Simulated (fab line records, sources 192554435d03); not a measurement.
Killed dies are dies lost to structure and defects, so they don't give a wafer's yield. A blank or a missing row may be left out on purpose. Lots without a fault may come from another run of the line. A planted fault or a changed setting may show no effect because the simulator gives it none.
A struck lot beside a sound one | flow n5_finfet | 22 steps out of a route of 1938
Sound: wafers L194.3, L194.4, L194.5. Struck: wafers L202.1, L202.2, L202.6. The cause comes at the end.
At each step with rows: each side's tool, then ch and its chambers, then its first start. Under that, the readings that differ: sound wafers | struck wafers | difference of the means | sigmas: that difference in standard deviations of wafers without a fault.
alike: readings whose means differ by less than 2 such deviations, and words and numbers that are the same on both sides. not compared: withheld readings, readings that some wafer has no value for, bounds like >300 that may hide the same value, and numbers for which the record gives no deviation and whose values overlap.
The two part at a step that has a row with sigmas, a row that says differs or no value, or rows on one side only. Numbers that don't overlap but have no deviation are shown without sigmas and don't part them. A reading that every wafer of one side lacks parts them only if that side has two wafers or more.

first, 9 steps without rows for these wafers: N5_BEOL_M9_EXPOSE_08 (exposes mask M9); N5_BEOL_M9_PEB_09 (peb time 60 s); N5_BEOL_M9_DEVELOP_10 (develop time 30 s); N5_BEOL_M9_DESCUM_16 (chemistry O2, time 7.9 s); N5_BEOL_M9_ETCH_61 (etches SiARC in CF4, target depth 39 nm, time 65 s); N5_BEOL_M9_ETCH_62 (etches SOC in N2/H2, target depth 110 nm, overetch 22 nm, time 165 s); N5_BEOL_M9_STRIP_68 (strips in N2/H2); N5_BEOL_M9_STRIP_67 (strips in CF4); N5_BEOL_M9_HM_OPEN_17 (chemistry Cl2/BCl3, target TiN, target depth 20 nm, overetch 6 nm).
N5_BEOL_M9_STRIP_19: strips in O2.
  sound on rie_diel-02 ch 0,2, day 11 01:16; struck on rie_diel-02 ch 0,2,3, day 13 05:54
  alike: drypump_motor_current_A, oes_product_au, rf_vpp_V, showerhead_plenum_p_Torr, throttle_valve_pct
  not compared: rf_hours_counter_h
then, 9 steps without rows for these wafers: N5_BEOL_M9_COAT_63 (time 60 s, resist thk 60 nm); N5_BEOL_M9_COAT_64 (time 60 s, resist thk 12 nm); N5_BEOL_M9_COAT_75 (time 60 s, resist thk 5 nm); N5_BEOL_M9_COAT_22 (resist thk 30 nm); N5_BEOL_M9_EBR_24; N5_BEOL_M9_SOFTBAKE_23 (time 60 s); N5_BEOL_M9_EXPOSE_25 (exposes mask V8); N5_BEOL_M9_PEB_26 (peb time 60 s); N5_BEOL_M9_DEVELOP_27 (develop time 30 s).
N5_BEOL_M9_INSPECT_30: inspects for defects (brightfield).
  sound on defect_inspect-01, day 11 01:44; struck on defect_inspect-01, day 13 13:02
  reading          | sound       | struck        | difference | sigmas
  raw_defect_count | 390 277 324 | 942 1026 1006 | +661       | +7
then, 1 step without rows for these wafers: N5_BEOL_M9_DESCUM_33 (chemistry O2, time 7 s).
-- the record jumps here: 3 days lie between the struck wafers' starts before and after (it left off in module BEOL_M9 and takes up again in module PASSIVATION, whose first step shown is number 1936 of the route) --
N5_PASSIVATION_PROBE_49:
  the record has rows for the struck wafers here (prober-01, day 16 02:44) and none for the sound ones

WHERE THEY PART
First at N5_BEOL_M9_INSPECT_30; last, within this record, at N5_PASSIVATION_PROBE_49.

WHY: what the simulator had put in
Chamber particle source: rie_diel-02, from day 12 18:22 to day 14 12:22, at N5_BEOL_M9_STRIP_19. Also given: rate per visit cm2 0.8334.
